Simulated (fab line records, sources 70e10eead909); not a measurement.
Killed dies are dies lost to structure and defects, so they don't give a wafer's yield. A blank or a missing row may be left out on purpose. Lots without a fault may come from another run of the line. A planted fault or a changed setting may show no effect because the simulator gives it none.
Chamber matching | flow nand_harc | NHARC_A_STAIRCASE_DEP_322 on pecvd-03: 3 sister chambers
The step deposits SiO2, target thk 7200 nm. 14 wafers are shown with their chamber, then 7 later ones without.

WAFERS WITH THEIR CHAMBER
wafer  | chamber | heater_power_outer_w (W) | heater_power_w (W)
L074.1 | 2       | 408                      | 696
L074.3 | 0       | 449                      | 740
L074.6 | 1       | 420                      | 711
L080.4 | 1       | 419                      | 704
L080.5 | 0       | 370                      | 603
L080.6 | 2       | 344                      | 616
L083.2 | 1       | 444                      | 740
L083.3 | 2       | 350                      | 613
L083.6 | 2       | 350                      | 614
L084.1 | 2       | 356                      | 629
L084.5 | 0       | 356                      | 604
L084.6 | 1       | 414                      | 695
L086.1 | 1       | 532                      | 863
L086.3 | 0       | 467                      | 734

SIGNATURES (means of the wafers above)
reading              | chamber 0 | chamber 1 | chamber 2 | scatter within a chamber
heater_power_outer_w | 410.50    | 445.80    | 361.60    | 44.6
heater_power_w       | 670.25    | 742.60    | 633.60    | 61.9
Rule: a wafer's distance from a chamber is the root of the sum, over the readings, of the square of ((its reading less the chamber's mean) divided by the reading's scatter). The wafer belongs to the nearest chamber; if the next one is less than 2 further off, it can't be placed. The scatter: the root of (the sum of the squares of (reading less its chamber's mean) over the shown wafers, divided by (wafers less chambers)).

WAFERS WITHOUT THEIR CHAMBER
wafer  | heater_power_outer_w (W) | heater_power_w (W)
L086.5 | 362                      | 617
L092.1 | 444                      | 733
L092.2 | 530                      | 845
L092.4 | 331                      | 581
L094.2 | 395                      | 690
L094.3 | 388                      | 661
L094.5 | 352                      | 600

WHICH CHAMBER EACH WENT THROUGH
wafer  | from the rows above          | in truth
L086.5 | can't be placed: 2 or 0      | 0
L092.1 | can't be placed: 1 or 0      | 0
L092.2 | can't be placed: 1 or 0      | 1
L092.4 | can't be placed: 2 or 0      | 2
L094.2 | can't be placed: 0 or 2 or 1 | 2
L094.3 | can't be placed: 0 or 2 or 1 | 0
L094.5 | can't be placed: 2 or 0      | 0
Placed correctly: 0 of 7. Can't be placed from these rows: 7 (the true chamber is among the candidates in 7). Placed wrongly: 0.
